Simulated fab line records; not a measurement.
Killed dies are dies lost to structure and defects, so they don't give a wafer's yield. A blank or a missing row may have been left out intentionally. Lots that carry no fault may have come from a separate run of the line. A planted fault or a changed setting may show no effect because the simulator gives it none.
Lot-split experiment :: flow n5Finfet :: route with 1938 steps; 7 lots, 21 wafers read

== ABOUT THE SPLIT ==
At N5_BEOL_M10_PEB_26 (peb time 60 s), the setting pebTimeS was moved away from the recipe's 60 s on 8 of the 21 wafers read, by -19.1% to +11.7%. All remaining wafers had this setting at the recipe value.

== SPLIT TO READING: what lies between them in the file, 1 step ==
- N5_BEOL_M10_DEVELOP_27: develop time 30 s

== THE READING ==
cdNm at N5_BEOL_M10_CD_MEAS_28, given in nm (cd target 70 nm). Fault-free wafers of this fab line usually give 69.7 nm, standard deviation 1 nm.

wafer: L079.1
tool, chamber at the split: lithoTrack-05, 0
pebTimeS as run, s: 60
against the recipe: recipe
cdNm, nm: 71.4
against lot-mates on the recipe: -

wafer: L079.5
tool, chamber at the split: lithoTrack-05, 0
pebTimeS as run, s: 55.86
against the recipe: -6.9%
cdNm, nm: 67.0
against lot-mates on the recipe: -4.4

wafer: L079.6
tool, chamber at the split: lithoTrack-05, 0
pebTimeS as run, s: 55.86
against the recipe: -6.9%
cdNm, nm: 66.5
against lot-mates on the recipe: -4.9

wafer: L081.1
tool, chamber at the split: lithoTrack-01, 0
pebTimeS as run, s: 60
against the recipe: recipe
cdNm, nm: 68.3
against lot-mates on the recipe: -

wafer: L081.2
tool, chamber at the split: lithoTrack-01, 0
pebTimeS as run, s: 60
against the recipe: recipe
cdNm, nm: 68.1
against lot-mates on the recipe: -

wafer: L081.5
tool, chamber at the split: lithoTrack-01, 0
pebTimeS as run, s: 60
against the recipe: recipe
cdNm, nm: 70.2
against lot-mates on the recipe: -

wafer: L084.1
tool, chamber at the split: lithoTrack-01, 0
pebTimeS as run, s: 60
against the recipe: recipe
cdNm, nm: 67.4
against lot-mates on the recipe: -

wafer: L084.2
tool, chamber at the split: lithoTrack-01, 0
pebTimeS as run, s: 48.57
against the recipe: -19.1%
cdNm, nm: 59.6
against lot-mates on the recipe: -7.8

wafer: L084.4
tool, chamber at the split: lithoTrack-01, 0
pebTimeS as run, s: 48.57
against the recipe: -19.1%
cdNm, nm: 57.5
against lot-mates on the recipe: -9.9

wafer: L087.2
tool, chamber at the split: lithoTrack-01, 0
pebTimeS as run, s: 60
against the recipe: recipe
cdNm, nm: 70.0
against lot-mates on the recipe: -

wafer: L087.3
tool, chamber at the split: lithoTrack-01, 0
pebTimeS as run, s: 60
against the recipe: recipe
cdNm, nm: 70.1
against lot-mates on the recipe: -

wafer: L087.4
tool, chamber at the split: lithoTrack-01, 0
pebTimeS as run, s: 67.04
against the recipe: +11.7%
cdNm, nm: 74.8
against lot-mates on the recipe: +4.8

wafer: L091.2
tool, chamber at the split: lithoTrack-05, 0
pebTimeS as run, s: 60
against the recipe: recipe
cdNm, nm: 69.1
against lot-mates on the recipe: -

wafer: L091.3
tool, chamber at the split: lithoTrack-05, 0
pebTimeS as run, s: 66.63
against the recipe: +11.0%
cdNm, nm: 74.0
against lot-mates on the recipe: +3.8

wafer: L091.5
tool, chamber at the split: lithoTrack-05, 0
pebTimeS as run, s: 60
against the recipe: recipe
cdNm, nm: 71.2
against lot-mates on the recipe: -

wafer: L093.2
tool, chamber at the split: lithoTrack-03, 0
pebTimeS as run, s: 60
against the recipe: recipe
cdNm, nm: 70.0
against lot-mates on the recipe: -

wafer: L093.4
tool, chamber at the split: lithoTrack-03, 0
pebTimeS as run, s: 60
against the recipe: recipe
cdNm, nm: 70.9
against lot-mates on the recipe: -

wafer: L093.6
tool, chamber at the split: lithoTrack-03, 0
pebTimeS as run, s: 60
against the recipe: recipe
cdNm, nm: 71.0
against lot-mates on the recipe: -

wafer: L096.1
tool, chamber at the split: lithoTrack-01, 0
pebTimeS as run, s: 64.39
against the recipe: +7.3%
cdNm, nm: 72.9
against lot-mates on the recipe: +3.7

wafer: L096.2
tool, chamber at the split: lithoTrack-01, 0
pebTimeS as run, s: 64.39
against the recipe: +7.3%
cdNm, nm: 71.7
against lot-mates on the recipe: +2.5

wafer: L096.5
tool, chamber at the split: lithoTrack-01, 0
pebTimeS as run, s: 60
against the recipe: recipe
cdNm, nm: 69.2
against lot-mates on the recipe: -

THE FIT
A straight line over all 21 wafers: cdNm changes by +0.511 nm for each +1% of pebTimeS; r = +0.95; the points scatter about the line by 1.3 nm.
The same after taking each lot's own level away (the mean of its wafers on the recipe; 21 wafers): +0.456 nm for each +1%; r = +0.97; scatter 0.84 nm.
According to that fit, moving pebTimeS by its largest amount changes the reading by 8.7 nm.
From 67.40 to 71.40 nm: that is the span of the lots' own levels, equal to 4.0 times the standard deviation above.
So the slope is not independent of the lot-to-lot level: the two fits are not the same.
Check: with one of the wafers moved furthest among these (-19.1%) left out of the fit, the line predicts -9.52 nm for it against its lot-mates. It came out at -7.8 nm against them.

== FURTHER SPLITS ON THESE WAFERS ==
Note: prior to the reading, these wafers also went through further splits. Each is held against what the fit with the lots' levels taken away leaves over:
other split on the same wafers: N5_BEOL_M8_DESCUM_33 timeS
wafers away from the commonest value: 8
r with cdNm (lot level and that fit taken away): +0.09

other split on the same wafers: N5_BEOL_M8_TRENCH_ETCH_37 timeS
wafers away from the commonest value: 8
r with cdNm (lot level and that fit taken away): +0.13

other split on the same wafers: N5_BEOL_M9_ETCH_62 timeS
wafers away from the commonest value: 6
r with cdNm (lot level and that fit taken away): +0.23

== FILE'S OWN FIT ==
cdNm changes by +0.443 nm for each +1% of pebTimeS, r = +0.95.
